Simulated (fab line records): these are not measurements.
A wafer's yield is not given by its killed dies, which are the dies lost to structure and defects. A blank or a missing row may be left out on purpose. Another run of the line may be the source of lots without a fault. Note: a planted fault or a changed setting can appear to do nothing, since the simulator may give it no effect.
fab line records | flow n5-finfet
[record] lots = 5 | wafers = 12 | last-day = 17
route steps=1938 shown BEOL_M4@1059 PASSIVATION@1936
lots with no fault: from the same line, run without faults
start-h: hours from the record's first day to the start of the lot's first wafer shown | wait-h: hours since the lot's step before | " identical to the entry in the row above | L1.1+2: one row covering several wafers at once | - no value, or no start given | * or withheld: withheld | < > ~ a bound
route shown NAME@n: names a module that has steps shown in the file, with the first one's number in the route | usual: mean and standard deviation over wafers with no fault | same: alike in all rows | chamber/n: place in a boat | sites: readings site by site | _std_site: their standard deviation | _edge_site: the outer-site mean with the inner-site mean subtracted | radius-mm: for every site, how far away it sits from the centre of the wafer | mask NAME#n: copy n | behind: the most recent tool/chamber to have shaped the wafer | hold: reason for holding the lot/hours on hold/outcome of the hold | device: the n, p or np transistor that did not switch | end of line: at the end of the route, the tests of the same wafers | where a step has no rows: the recipe by itself | killed: dies lost to structure and defects at the first sort, not the wafer's yield | map: per-die view of a wafer (x killed, . not killed, _ where there is no die)
set.NAME: the setting the step ran with; set.NAME@STEP: the setting that earlier step ran with | model.NAME: the simulator's own value behind a step, which no gauge read
lots at selected steps of the route; one table per step, one row per wafer
services: when a tool's chamber went out of use (start-h, in hours from the record's first day, below 0 if earlier), for how many hours, and the reason
[[steps]]
[step N5_BEOL_M4_DESCUM_33]
[recipe] chemistry = O2 | time-s = 7 | source-power-w = 50 | bias-power-w = 20 | pressure-mtorr = 20 | rf-frequency-hz = 2.712e+07 | temp-c = 40 | resist = CAR-EUV | o2-flow-sccm = 225
[step N5_BEOL_M4_ETCH_77]
[recipe] chemistry = N2/H2 | target = underlayer | target-depth-a = 65 | mask-material = CAR-EUV | time-s = 5.2 | ion-energy-ev = 200 | pressure-mtorr = 30 | source-w = 840 | bias-w = 150 | n2-flow-sccm = 200 | h2-flow-sccm = 200 | ends = cleared
[step N5_BEOL_M4_ETCH_69]
[recipe] chemistry = CF4 | target = SiARC | target-depth-a = 156 | mask-material = CAR-EUV | time-s = 26 | ion-energy-ev = 80 | pressure-mtorr = 40 | source-w = 545 | bias-w = 36 | Ar_flow_sccm = 100 | cf4-flow-sccm = 100 | ends = cleared
[step N5_BEOL_M4_ALD_98]
[recipe] material = SiO2 | target-thk-a = 25 | temp-c = 100 | ald-precursor-family = BDEAS | ald-co-reactant = O2-plasma | pulse-time-s = 1 | co-reactant-pulse-time-s = 1 | purge-time-s = 2 | co-reactant-purge-time-s = 2 | ald-cycles = 17 | pressure-torr = 2
[step N5_BEOL_M4_ETCHBACK_99]
[recipe] chemistry = CHF3 | target = SiO2 | target-depth-a = 50 | time-s = 10.4 | source-w = 215 | bias-w = 47 | Ar_flow_sccm = 200 | CHF3_flow_sccm = 12 | ion-energy-ev = 100 | pressure-mtorr = 30
[step N5_BEOL_M4_ETCH_70]
[recipe] chemistry = N2/H2 | target = SOC | target-depth-a = 800 | overetch-a = 240 | mask-material = SiARC | temp-c = 40 | time-s = 130 | ion-energy-ev = 200 | pressure-mtorr = 30 | source-w = 840 | bias-w = 150 | n2-flow-sccm = 200 | h2-flow-sccm = 200
[step N5_BEOL_M4_STRIP_71]
[recipe] chemistry = N2/H2 | temp-c = 40 | n2-flow-sccm = 200 | h2-flow-sccm = 200 | rf-frequency-hz = 6e+07
[step N5_BEOL_M4_STRIP_78]
[recipe] chemistry = N2/H2 | temp-c = 40 | n2-flow-sccm = 200 | h2-flow-sccm = 200 | rf-frequency-hz = 6e+07
[step N5_BEOL_M4_VIA_ETCH_34]
[recipe] chemistry = C4F6/O2 | target-depth-a = 694 | mask-material = SOC | pressure-mtorr = 15 | ion-energy-ev = 250 | taper-deg = 4 | time-s = 65.9 | source-w = 350 | bias-w = 170 | Ar_flow_sccm = 300 | C4F6_flow_sccm = 10 | O2_flow_sccm = 10
[step N5_BEOL_M4_STRIP_83]
[recipe] chemistry = C4F6/O2 | resist = SiARC | rf-frequency-hz = 6e+07
[step N5_BEOL_M4_STRIP_36]
[recipe] chemistry = N2/H2 | power-w = 450 | temp-c = 40 | pressure-mtorr = 20 | rf-frequency-hz = 6e+07 | overash-fraction = 0.3 | bias-power-w = 7 | h2-frac = 0.5 | n2-flow-sccm = 200 | h2-flow-sccm = 200
[step N5_BEOL_M4_TRENCH_ETCH_37]
[recipe] chemistry = C4F6/O2 | target-depth-a = 555.55 | target = SiOC | time-s = 29.2 | ion-energy-ev = 250 | pressure-mtorr = 30 | source-w = 355 | bias-w = 185 | Ar_flow_sccm = 300 | C4F6_flow_sccm = 10 | O2_flow_sccm = 10
[usual] O2_flow_sccm = 9.997/0.028 | drypump-motor-current-A = 5.9/0.44 | oes_o_777_au = 0.77/0.072 | oes-product-au = 0.77/0.07 | rf-vpp-V = 662/8.7 | showerhead-plenum-p-Torr = 2.86/0.072 | throttle-valve-pct = 20.99/0.22
lot.wafer | tool        | chamber | start-h | wait-h | O2_flow_sccm | drypump-motor-current-A | oes_o_777_au | oes-product-au | rf-hours-counter-h | rf-vpp-V | showerhead-plenum-p-Torr | throttle-valve-pct | model.BEOL_M4.feature-depth-nm | model.etch.depth-nm | model.TiN_of_BEOL_M4_HM_DEP_02.thk-nm
L229.1    | rie-diel-02 | 1       | 201.78  | -      | 9.948        | 5.8                     | 0.79         | 0.76           | 158                | 656      | 2.86                     | 21.09              | 55                             | 55.06               | 17.8
L229.3    | "           | 2       | "       | "      | 10.024       | 6.6                     | 0.75         | 0.73           | 179                | 660      | 2.98                     | 21.40              | 54.6                           | 54.66               | 17.6
L229.4    | "           | 3       | "       | "      | 9.987        | 5.2                     | 0.71         | 0.70           | 199                | 663      | 2.85                     | 20.82              | 54.6                           | 54.67               | 17.6
L231.3    | rie-diel-02 | 2       | 222.62  | -      | 10.013       | 6.6                     | 0.75         | 0.74           | 186                | 659      | 2.98                     | 21.42              | 55.6                           | 55.66               | 17.8
L231.6    | "           | 1       | "       | "      | 9.997        | 5.8                     | 0.78         | 0.67           | -                  | 655      | 2.86                     | 21.09              | 44.8                           | 44.78               | 18.4
L232.3    | rie-diel-02 | 2       | 229.46  | -      | 10.029       | 6.6                     | 0.75         | 0.74           | 188                | 659      | 2.97                     | 21.42              | 56.2                           | 56.12               | 17.8
L232.6    | "           | 1       | "       | "      | 10.015       | 5.8                     | 0.78         | 0.66           | -                  | 653      | 2.86                     | 21.09              | 45.2                           | 45.25               | 18.2
L235.4    | rie-diel-02 | 2       | 245.37  | -      | 10.008       | 6.6                     | 0.75         | 0.73           | 194                | 658      | 2.97                     | 21.42              | 55.6                           | 55.53               | 17.4
L235.6    | "           | 1       | "       | "      | 10.009       | 5.8                     | 0.78         | 0.66           | -                  | 654      | 2.85                     | 21.11              | 44.6                           | 44.63               | 18
L245.1    | rie-diel-04 | 1       | 296.64  | -      | 9.972        | 5.5                     | 0.77         | 0.77           | 135                | 661      | 2.86                     | 21.18              | 56.6                           | 56.54               | 17.4
L245.3    | "           | 2       | "       | "      | 10.014       | 5.9                     | 0.71         | 0.75           | 146                | 661      | 2.85                     | 20.66              | 55.8                           | 55.9                | 17.6
L245.6    | "           | 2       | "       | "      | 10.005       | 5.9                     | 0.71         | 0.75           | -                  | 663      | 2.85                     | 20.66              | 55.2                           | 55.17               | 17.4
[step N5_BEOL_M4_ETCH_41]
[recipe] chemistry = CH3F/O2 | target = SiCN | target-depth-a = 299 | taper-deg = 2 | time-s = 52.5 | ion-energy-ev = 120 | mask-material = TiN | pressure-mtorr = 30 | source-w = 395 | bias-w = 75 | Ar_flow_sccm = 150 | CH3F_flow_sccm = 30 | O2_flow_sccm = 20
[step N5_BEOL_M4_STRIP_97]
[recipe] chemistry = N2/H2 | time-s = 10 | power-w = 450 | temp-c = 40 | pressure-mtorr = 20 | rf-frequency-hz = 6e+07 | bias-power-w = 7 | n2-flow-sccm = 200 | h2-flow-sccm = 200
[step N5_BEOL_M4_OCD_MEAS_38]
[usual] trench-depth-nm = 55.2/0.89
lot.wafer | tool   | chamber | start-h | wait-h | trench-depth-nm
L229.1    | ocd-01 | -       | 201.94  | -      | 55.0
L229.3    | "      | -       | "       | "      | 54.6
L229.4    | "      | -       | "       | "      | 54.7
L231.3    | ocd-02 | -       | 222.78  | -      | 55.8
L231.6    | "      | -       | "       | "      | 45.0
L232.3    | ocd-02 | -       | 229.62  | -      | 56.3
L232.6    | "      | -       | "       | "      | 45.3
L235.4    | ocd-01 | -       | 245.53  | -      | 56.0
L235.6    | "      | -       | "       | "      | 45.1
L245.1    | ocd-01 | -       | 296.81  | -      | 56.5
L245.3    | "      | -       | "       | "      | 55.9
L245.6    | "      | -       | "       | "      | 55.0
[step N5_BEOL_M4_HM_STRIP_39]
[recipe] chemistry = peroxide-tin-strip | material = TiN | target-depth-a = 250 | temp-c = 50 | time-s = 158
[step N5_BEOL_M4_SRD_40]
[recipe] time-s = 30 | temp-c = 23 | rinse-liquid = diw | dry = ipa-marangoni
[step N5_BEOL_M4_PRECLEAN_42]
[recipe] chemistry = residue-remover | time-s = 60 | temp-c = 40
[step N5_BEOL_M4_SRD_43]
[recipe] time-s = 30 | temp-c = 23 | rinse-liquid = diw | dry = ipa-marangoni
[step N5_BEOL_M4_DEGAS_44]
[recipe] ambient = vacuum | temp-c = 250 | time-s = 60
[step N5_BEOL_M4_PRE_CLEAN_45]
[recipe] gas = H2/He | time-s = 30 | temp-c = 250
[step N5_BEOL_M4_ALD_84]
[recipe] material = TaN | target-thk-a = * | temp-c = 275 | ald-precursor-family = PDMAT | ald-co-reactant = NH3 | pressure-torr = 3 | carrier-flow-sccm = 1500 | pulse-time-s = 2 | purge-time-s = 3 | co-reactant-purge-time-s = 2 | co-reactant-pulse-time-s = 3 | ald-cycles = 30 | precursor-vessel-temp-c = 75 | precursor-vessel-pressure-torr = 26.25 | precursor-vessel-carrier-sccm = 1000
[step N5_BEOL_M4_SURFACE_TREAT_85]
[recipe] gas = Ar | time-s = * | ion-energy-ev = * | ion-current-ma-cm2 = 0.5 | pressure-mtorr = * | ar-flow-sccm = 30
[step N5_BEOL_M4_CVD_47]
[recipe] material = Co | target-thk-a = 30 | temp-c = withheld | precursor = CCTBA/H2 | pressure-torr = 30 | time-s = 223.8
[step N5_BEOL_M4_SPUTTER_48]
[recipe] material = Cu | target-thk-a = 45 | temp-c = -20 | chamber-pressure-pa = 0.07 | power-w = withheld | time-s = 8.29
[step N5_BEOL_M4_ANNEAL_49]
[recipe] temp-c = 400 | time-s = 240 | ambient = vacuum
[step N5_BEOL_M4_SPUTTER_79]
[recipe] material = Cu | target-thk-a = 45 | temp-c = -20 | chamber-pressure-pa = 0.07 | power-w = withheld | time-s = 8.29
[step N5_BEOL_M4_ANNEAL_80]
[recipe] temp-c = 400 | time-s = 240 | ambient = vacuum
[step N5_BEOL_M4_SPUTTER_81]
[recipe] material = Cu | target-thk-a = 45 | temp-c = -20 | chamber-pressure-pa = 0.07 | power-w = withheld | time-s = 8.29
[step N5_BEOL_M4_ANNEAL_82]
[recipe] temp-c = 400 | time-s = 240 | ambient = vacuum
[step N5_BEOL_M4_SPUTTER_86]
[recipe] material = Cu | target-thk-a = 45 | temp-c = -20 | chamber-pressure-pa = 0.07 | power-w = withheld | time-s = 8.29
[step N5_BEOL_M4_ANNEAL_87]
[recipe] temp-c = 400 | time-s = 240 | ambient = vacuum
[step N5_BEOL_M4_SPUTTER_88]
[recipe] material = Cu | target-thk-a = 45 | temp-c = -20 | chamber-pressure-pa = 0.07 | power-w = withheld | time-s = 8.29
[step N5_BEOL_M4_ANNEAL_89]
[recipe] temp-c = 400 | time-s = 240 | ambient = vacuum
[step N5_BEOL_M4_SPUTTER_90]
[recipe] material = Cu | target-thk-a = 45 | temp-c = -20 | chamber-pressure-pa = 0.07 | power-w = withheld | time-s = 8.29
[step N5_BEOL_M4_ANNEAL_91]
[recipe] temp-c = 400 | time-s = 240 | ambient = vacuum
[step N5_BEOL_M4_SPUTTER_92]
[recipe] material = Cu | target-thk-a = 45 | temp-c = -20 | chamber-pressure-pa = 0.07 | power-w = withheld | time-s = 8.29
[step N5_BEOL_M4_ANNEAL_93]
[recipe] temp-c = 400 | time-s = 240 | ambient = vacuum
[step N5_BEOL_M4_SPUTTER_94]
[recipe] material = Cu | target-thk-a = 45 | temp-c = -20 | chamber-pressure-pa = 0.07 | power-w = withheld | time-s = 8.29
[step N5_BEOL_M4_ANNEAL_95]
[recipe] temp-c = 400 | time-s = 240 | ambient = vacuum
[step N5_BEOL_M4_CMP_52]
[recipe] stop-on = SiOC | t-overpolish-s = 6.8 | down-force-psi = 1 | platen-rpm = 50 | clearing-platen-down-force-psi = 1.5 | clearing-platen-rpm = 50 | post-cmp-clean = cu-alkaline | target-thk-nm = 40 | clearing-platen-pad-velocity-m-s = 0.99484 | pad-velocity-m-s = 0.99484
[usual] barrier-field-endpoint-s = 24.7/0.74 | head-pressure-psi = 1.0001/0.0022 | motor-current-A = 6.2/0.64 | overpolish-run-s = 6.800/0.0087 | time-to-endpoint-s = 62/3.7
lot.wafer | tool   | chamber | start-h | wait-h | barrier-field-endpoint-s | head-pressure-psi | motor-current-A | overpolish-run-s | time-to-endpoint-s | model.Cu_of_BEOL_M4_ECD_50.thk-nm
L229.3    | cmp-02 | 3       | 209.57  | 0.2    | 24.2                     | 0.9969            | 5.6             | 6.798            | 58                 | 37
L229.1    | "      | 1       | "       | "      | 24.6                     | 1.0002            | 7.2             | 6.795            | 61                 | 39.4
L229.4    | "      | 2       | "       | "      | 24.7                     | 0.9982            | 6.4             | 6.808            | 61                 | 37.4
L231.3    | cmp-01 | 0       | 227.34  | 1.1    | 25.0                     | 1.0015            | 7.0             | 6.797            | 62                 | 39.6
L231.6    | "      | 1       | "       | "      | 24.7                     | 1.0030            | 5.3             | 6.799            | 57                 | 28.4
L232.3    | cmp-04 | 3       | 233.02  | 0.3    | 25.4                     | 0.9987            | 5.7             | 6.790            | 59                 | 38.4
L232.6    | "      | 1       | "       | "      | 26.2                     | 0.9958            | 5.4             | 6.795            | 67                 | 32
L235.4    | cmp-04 | 2       | 250.28  | 0.2    | 24.7                     | 1.0016            | 7.2             | 6.793            | 61                 | 39.6
L235.6    | "      | 3       | "       | "      | 23.9                     | 1.0008            | 5.4             | 6.803            | 58                 | 28.6
L245.1    | cmp-04 | 3       | 300.48  | 0.3    | 25.3                     | 1.0018            | 5.7             | 6.804            | 64                 | 40.8
L245.3    | "      | 0       | "       | "      | 25.7                     | 0.9964            | 6.7             | 6.801            | 66                 | 41.8
L245.6    | "      | 1       | "       | "      | 26.4                     | 0.9996            | 5.3             | 6.795            | 68                 | 41.2
[step N5_BEOL_M4_THK_MEAS_53]
[recipe] thk-meas-gauge = xrf | reads = Cu_of_BEOL_M4_ECD_50
[usual] M4_THK = 40.5/1.7
lot.wafer | tool          | chamber | start-h | wait-h | M4_THK[nm]
L229.1    | film-metro-01 | -       | 209.87  | -      | 40.4
L229.3    | "             | -       | "       | "      | 37.8
L229.4    | "             | -       | "       | "      | 38.3
L231.3    | film-metro-01 | -       | 227.52  | -      | 41.1
L231.6    | "             | -       | "       | "      | 29.5
L232.3    | film-metro-02 | -       | 233.20  | -      | 39.5
L232.6    | "             | -       | "       | "      | 32.9
L235.4    | film-metro-01 | -       | 250.46  | -      | 41.2
L235.6    | "             | -       | "       | "      | 29.4
L245.1    | film-metro-02 | -       | 300.70  | -      | 42.0
L245.3    | "             | -       | "       | "      | 43.1
L245.6    | "             | -       | "       | "      | 42.8
[step N5_BEOL_M4_RS_MEAS_58]
[recipe] thk-meas-gauge = four-point-probe | reads = Co_of_BEOL_M4_CO_CAP_55+Cu_of_BEOL_M4_ECD_50+Co_of_BEOL_M4_CVD_47+TaN_of_BEOL_M4_ALD_84
[usual] M4_RS = 0.69/0.037
lot.wafer | tool          | chamber | start-h | wait-h | M4_RS[ohm/sq]
L229.1    | film-metro-01 | -       | 210.13  | 0.0    | 0.68
L229.3    | "             | -       | "       | "      | 0.74
L229.4    | "             | -       | "       | "      | 0.72
L231.3    | film-metro-02 | -       | 227.96  | 0.1    | 0.68
L231.6    | "             | -       | "       | "      | 1.05
L232.3    | film-metro-01 | -       | 233.46  | 0.1    | 0.70
L232.6    | "             | -       | "       | "      | 0.89
L235.4    | film-metro-02 | -       | 250.72  | 0.0    | 0.67
L235.6    | "             | -       | "       | "      | 1.04
L245.1    | film-metro-02 | -       | 300.96  | 0.0    | 0.65
L245.3    | "             | -       | "       | "      | 0.63
L245.6    | "             | -       | "       | "      | 0.64
[step N5_BEOL_M4_RC_MEAS_101]
[usual] DIBL_N = 36.1/1.6 | DIBL_P = 35.8/2.1 | IOFF_N = 0.16/0.031 | IOFF_P = 0.21/0.034 | ION_N = 673/12 | ION_P = 461/7.2 | SERP_M4 = 204/16 | SERP_M4_max_site = 217/19 | SS_N = 71.4/0.59 | SS_P = 73.3/0.63 | VT_N = 250/3.1 | VT_P = -250/3.3
lot.wafer | tool      | chamber | start-h | wait-h | DIBL_N[mV/V] | DIBL_P[mV/V] | IOFF_N[nA/um] | IOFF_P[nA/um] | ION_N[uA/um] | ION_P[uA/um] | SERP_M4[ohm/um] | SERP_M4_max_site[ohm/um] | SS_N[mV/dec] | SS_P[mV/dec] | VT_N[mV] | VT_P[mV]
L229.1    | prober-01 | 0       | 210.18  | 0.0    | 33.8         | 33.7         | 0.11          | 0.16          | 644          | 443          | 208             | 215                      | 71.2         | 73.1         | 253      | -253
L229.3    | "         | 0       | "       | "      | 35.4         | 34.8         | 0.14          | 0.17          | 656          | 450          | 257             | 271                      | 70.8         | 73.2         | 250      | -255
L229.4    | "         | 0       | "       | "      | 35.0         | 34.2         | 0.14          | 0.16          | 660          | 444          | 223             | 236                      | 71.4         | 73.6         | 253      | -257
L231.3    | prober-01 | 0       | 228.32  | 0.3    | 37.4         | 36.5         | 0.15          | 0.23          | 669          | 462          | 187             | 197                      | 72.1         | 73.6         | 250      | -247
L231.6    | "         | 0       | "       | "      | 37.4         | 37.6         | 0.16          | 0.24          | 682          | 472          | 272             | 288                      | 71.1         | 73.5         | 251      | -248
L232.3    | prober-02 | 0       | 233.82  | 0.3    | 36.0         | 35.1         | 0.14          | 0.19          | 663          | 454          | 209             | 219                      | 70.8         | 73.6         | 252      | -249
L232.6    | "         | 0       | "       | "      | 34.1         | 33.6         | 0.11          | 0.16          | 661          | 457          | 266             | 290                      | 70.8         | 72.8         | 255      | -253
L235.4    | prober-01 | 0       | 251.24  | 0.5    | 33.9         | 32.5         | 0.13          | 0.16          | 677          | 461          | 214             | 231                      | 70.8         | 72.7         | 249      | -252
L235.6    | "         | 0       | "       | "      | 35.7         | 35.2         | 0.16          | 0.21          | 687          | 476          | 291             | 307                      | 71.6         | 73.3         | 248      | -249
L245.1    | prober-02 | 0       | 301.01  | 0.0    | 36.0         | 34.3         | 0.17          | 0.22          | 693          | 472          | 202             | 214                      | 71.5         | 72.3         | 246      | -249
L245.3    | "         | 0       | "       | "      | 36.7         | 36.3         | 0.17          | 0.25          | 682          | 466          | 203             | 214                      | 72.0         | 73.0         | 246      | -246
L245.6    | "         | 0       | "       | "      | 36.7         | 35.1         | 0.17          | 0.23          | 688          | 476          | 197             | 203                      | 72.0         | 72.8         | 247      | -246
// sites SERP_M4 radius-mm=0,75,75,75,75,140,140,140,140
L229.1 205 215 211 201 209 208 200 199 211
L231.3 180 185 196 187 197 185 187 183 188
L232.3 219 204 216 216 212 196 200 209 194
L235.4 204 209 217 202 214 214 225 231 211
L245.1 194 204 203 201 199 206 194 202 214
[step N5_PASSIVATION_PROBE_49]
[usual] defect-limited-yield = 91.0/1.5 | killed_at_M0_to_M3 = 35/11 | killed_at_M4_up = 13/6 | killed-at-contacts = 14/6.5 | killed-at-front-end = 40/12 | killed-at-other = 4/3.4 | killed-dies = 106/18 | killed-on-rim = 14/4.7 | killed-open = 68/14 | killed-short = 35/7.7 | sort_bin_5_function = 5.2/0.98 | sort_bin_6_memory = 3.4/0.72 | sort_bin_8_speed = 0.02/0.24 | sort-n-pass = 1074/18
[same] gross-dies = 1180 | killed-at-back-side = 0 | sort_bin_4_leakage[%] = 0
lot.wafer | tool      | chamber | start-h | wait-h | defect-limited-yield[%] | killed_at_M0_to_M3 | killed_at_M4_up | killed-at-contacts | killed-at-front-end | killed-at-other | killed-dies | killed-on-rim | killed-open | killed-short | sort_bin_5_function[%] | sort_bin_6_memory[%] | sort_bin_8_speed[%] | sort-n-pass
L229.1    | prober-01 | -       | 306.71  | 0.0    | 88.3                    | 36                 | 14              | 18                 | 67                  | 3               | 138         | 25            | 109         | 23           | 6.3                    | 5.3                  | 0                   | 1042
L229.3    | prober-01 | -       | 306.81  | 0.1    | 89.7                    | 62                 | 11              | 17                 | 31                  | 0               | 121         | 21            | 79          | 35           | 6.0                    | 3.9                  | 0                   | 1059
L229.4    | prober-01 | -       | 306.86  | 0.2    | 88.6                    | 27                 | 26              | 24                 | 57                  | 1               | 135         | 12            | 95          | 37           | 6.5                    | 4.6                  | 0                   | 1045
L231.3    | prober-01 | -       | 335.65  | 0.1    | 88.2                    | 31                 | 18              | 12                 | 66                  | 12              | 139         | 22            | 88          | 48           | 6.7                    | 4.5                  | 0                   | 1041
L231.6    | prober-01 | -       | 335.80  | 0.3    | 87.1                    | 29                 | 15              | 24                 | 74                  | 10              | 152         | 21            | 107         | 43           | 7.3                    | 5.1                  | 0.08                | 1028
L232.3    | prober-01 | -       | 345.15  | 0.1    | 90.1                    | 27                 | 21              | 8                  | 58                  | 3               | 117         | 13            | 64          | 50           | 6.2                    | 3.5                  | 0                   | 1063
L232.6    | prober-01 | -       | 345.30  | 0.3    | 90.5                    | 41                 | 14              | 6                  | 43                  | 8               | 112         | 21            | 55          | 46           | 5.0                    | 3.3                  | 0                   | 1068
L235.4    | prober-01 | -       | 357.22  | 0.2    | 88.3                    | 36                 | 15              | 40                 | 42                  | 5               | 138         | 17            | 98          | 37           | 6.5                    | 4.9                  | 0                   | 1042
L235.6    | prober-01 | -       | 357.32  | 0.3    | 92.7                    | 21                 | 14              | 18                 | 28                  | 5               | 86          | 10            | 50          | 32           | 4.3                    | 2.7                  | 0.25                | 1094
L245.1    | prober-01 | -       | 410.02  | 0.0    | 90.2                    | 25                 | 10              | 11                 | 66                  | 4               | 116         | 14            | 72          | 41           | 5.8                    | 3.4                  | 0                   | 1064
L245.3    | prober-01 | -       | 410.12  | 0.1    | 87.7                    | 21                 | 16              | 33                 | 75                  | 0               | 145         | 17            | 103         | 41           | 6.3                    | 5.7                  | 0                   | 1035
L245.6    | prober-01 | -       | 410.27  | 0.3    | 91.7                    | 19                 | 8               | 24                 | 47                  | 0               | 98          | 11            | 65          | 33           | 4.5                    | 3.3                  | 0                   | 1082
// killed by level:class
L229.1 STI_FIN_REVEAL:geometric-particle:open=26 MOL_CONTACT_COAG:geometric-particle:open=14 FIN_SAQP:geometric-particle:open=10 BEOL_M1:geometric-particle:open=9 BEOL_M0_SAQP:geometric-particle:open=9 BEOL_M2:geometric-particle:open=9 STARTING-WAFER:geometric-particle:open=8 ILD0:geometric-particle:open=6
L229.3 BEOL_M0_SAQP:geometric-particle:short=16 MOL_CONTACT_COAG:geometric-particle:open=15 BEOL_M0_SAQP:geometric-particle:open=14 BEOL_M1:geometric-particle:open=11 BEOL_M2:geometric-particle:open=10 STARTING-WAFER:geometric-particle:open=5 FIN_SAQP:geometric-particle:open=4 FIN_SAQP:geometric-particle:short=4
L229.4 MOL_CONTACT_COAG:geometric-particle:open=20 STI_FIN_REVEAL:geometric-particle:open=18 BEOL_M4:geometric-particle:open=15 FIN_SAQP:geometric-particle:short=11 BEOL_M3:geometric-particle:open=7 FIN_SAQP:geometric-particle:open=6 BEOL_M0_SAQP:geometric-particle:short=5 BEOL_M5:geometric-particle:open=5
L231.3 FIN_SAQP:geometric-particle:open=16 STI_FIN_REVEAL:geometric-particle:open=14 MOL_CONTACT_COAG:geometric-particle:open=11 FIN_SAQP:geometric-particle:short=9 BEOL_M0_SAQP:geometric-particle:open=8 BEOL_M4:geometric-particle:open=8 BEOL_M0_SAQP:geometric-particle:short=6 MIM_TOP_ETCH:geometric-particle:short=5
L231.6 FIN_SAQP:geometric-particle:open=20 MOL_CONTACT_COAG:geometric-particle:open=19 FIN_SAQP:geometric-particle:short=18 STI_FIN_REVEAL:geometric-particle:open=11 GATE_CUT:geometric-particle:open=8 BEOL_M1:geometric-particle:open=7 BEOL_M0_SAQP:geometric-particle:short=6 DUMMY_GATE:geometric-particle:open=5
L232.3 FIN_SAQP:geometric-particle:short=11 STI_FIN_REVEAL:geometric-particle:open=9 MOL_CONTACT_COAG:geometric-particle:open=7 SPACER0:geometric-particle:short=6 GATE_CUT:geometric-particle:short=6 BEOL_M3:geometric-particle:open=6 BEOL_M1:geometric-particle:open=5 BEOL_M4:geometric-particle:open=5
L232.6 FIN_SAQP:geometric-particle:short=11 BEOL_M0_SAQP:geometric-particle:short=9 BEOL_M0_SAQP:geometric-particle:open=9 HKMG_FIN:area-etch=9 BEOL_M3:geometric-particle:open=8 BEOL_M4:geometric-particle:open=7 FIN_SAQP:geometric-particle:open=5 BEOL_M1:geometric-particle:short=5
L235.4 MOL_CONTACT_COAG:geometric-particle:open=31 BEOL_M2:geometric-particle:open=10 FIN_SAQP:geometric-particle:open=9 MOL_CONTACT_COAG:geometric-particle:short=9 GATE_CUT:geometric-particle:short=8 DUMMY_GATE:geometric-particle:open=7 GATE_CUT:geometric-particle:open=7 BEOL_M0_SAQP:geometric-particle:open=7
L235.6 MOL_CONTACT_COAG:geometric-particle:open=15 GATE_CUT:geometric-particle:short=9 FIN_SAQP:geometric-particle:short=5 BEOL_M0:geometric-particle:open=5 BEOL_M4:geometric-particle:open=4 MIM_TOP_ETCH:geometric-particle:short=4 FIN_SAQP:geometric-particle:open=3 MOL_CONTACT_COAG:geometric-particle:short=3
L245.1 STI_FIN_REVEAL:geometric-particle:open=20 BEOL_M0_SAQP:geometric-particle:short=14 DUMMY_GATE:geometric-particle:open=9 MOL_CONTACT_COAG:geometric-particle:open=9 FIN_SAQP:geometric-particle:open=8 GATE_CUT:geometric-particle:short=8 BEOL_M2:geometric-particle:open=6 FIN_SAQP:geometric-particle:short=4
L245.3 STI_FIN_REVEAL:geometric-particle:open=32 MOL_CONTACT_COAG:geometric-particle:open=26 STI_FIN_REVEAL:geometric-particle:short=12 BEOL_M4:geometric-particle:open=7 MOL_CONTACT_COAG:geometric-particle:short=7 BEOL_M2:geometric-particle:open=7 FIN_SAQP:geometric-particle:short=6 DUMMY_GATE:geometric-particle:open=6
L245.6 STI_FIN_REVEAL:geometric-particle:open=22 MOL_CONTACT_COAG:geometric-particle:open=16 MOL_CONTACT_COAG:geometric-particle:short=8 FIN_SAQP:geometric-particle:short=7 BEOL_M0_SAQP:geometric-particle:short=5 BEOL_M0_SAQP:geometric-particle:open=5 STI_FIN_REVEAL:geometric-particle:short=4 BEOL_M4:geometric-particle:open=4
[[services]]
tool        | chamber | start-h | hours | kind
cmp-01      | -       | 182.90  | 1.0   | repair
cmp-01      | -       | 190.13  | 0.5   | repair
rie-diel-04 | 0       | 192.97  | 14.7  | repair
cmp-01      | -       | 215.26  | 4.0   | pm
cmp-01      | -       | 219.26  | -     | consumable-replace:conditioner
cmp-01      | -       | 219.26  | -     | consumable-replace:pad
cmp-02      | -       | 231.34  | 4.0   | pm
cmp-04      | -       | 233.64  | 1.8   | repair
cmp-02      | -       | 235.34  | -     | consumable-replace:conditioner
cmp-02      | -       | 235.34  | -     | consumable-replace:pad
cmp-04      | -       | 258.03  | 0.8   | repair
cmp-01      | -       | 281.67  | 3.9   | repair
[[key]]
[first-sign] step = N5_BEOL_M4_OCD_MEAS_38 | reading = trench-depth-nm | direction = down | sigmas = 11 | usual = 55.2 | struck = 45.1
[effect] step = N5_BEOL_M4_THK_MEAS_53 | reading = M4_THK | direction = down | sigmas = 5.9 | usual = 40.5 | struck = 30.6
[effect] step = N5_BEOL_M4_RS_MEAS_58 | reading = M4_RS | direction = up | sigmas = 8.4 | usual = 0.69 | struck = 0.99
[effect] step = N5_BEOL_M4_RC_MEAS_101 | reading = SERP_M4 | direction = up | sigmas = 4.4 | usual = 204 | struck = 276
[effect] step = N5_BEOL_M4_RC_MEAS_101 | reading = SERP_M4_max_site | direction = up | sigmas = 4.1 | usual = 217 | struck = 295
[model-effect] step = N5_BEOL_M4_TRENCH_ETCH_37 | value = BEOL_M4.feature-depth-nm | without = 55.67 | struck = 44.87
[model-effect] step = N5_BEOL_M4_CMP_52 | value = Cu_of_BEOL_M4_ECD_50.thk-nm | without = 40.4 | struck = 29.67
met-at N5_BEOL_M4_TRENCH_ETCH_37
struck-wafers L231.6,L232.6,L235.6
onset-between 201.78 222.62
[fault] kind = process-parameter-drift | tool = rie-diel-02 | chamber = - | onset-h = 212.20 | steps = N5_BEOL_M4_TRENCH_ETCH_37 | channel = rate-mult | offset = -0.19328 | shape = step | end-h = 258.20 | scope = struck-wafers-only
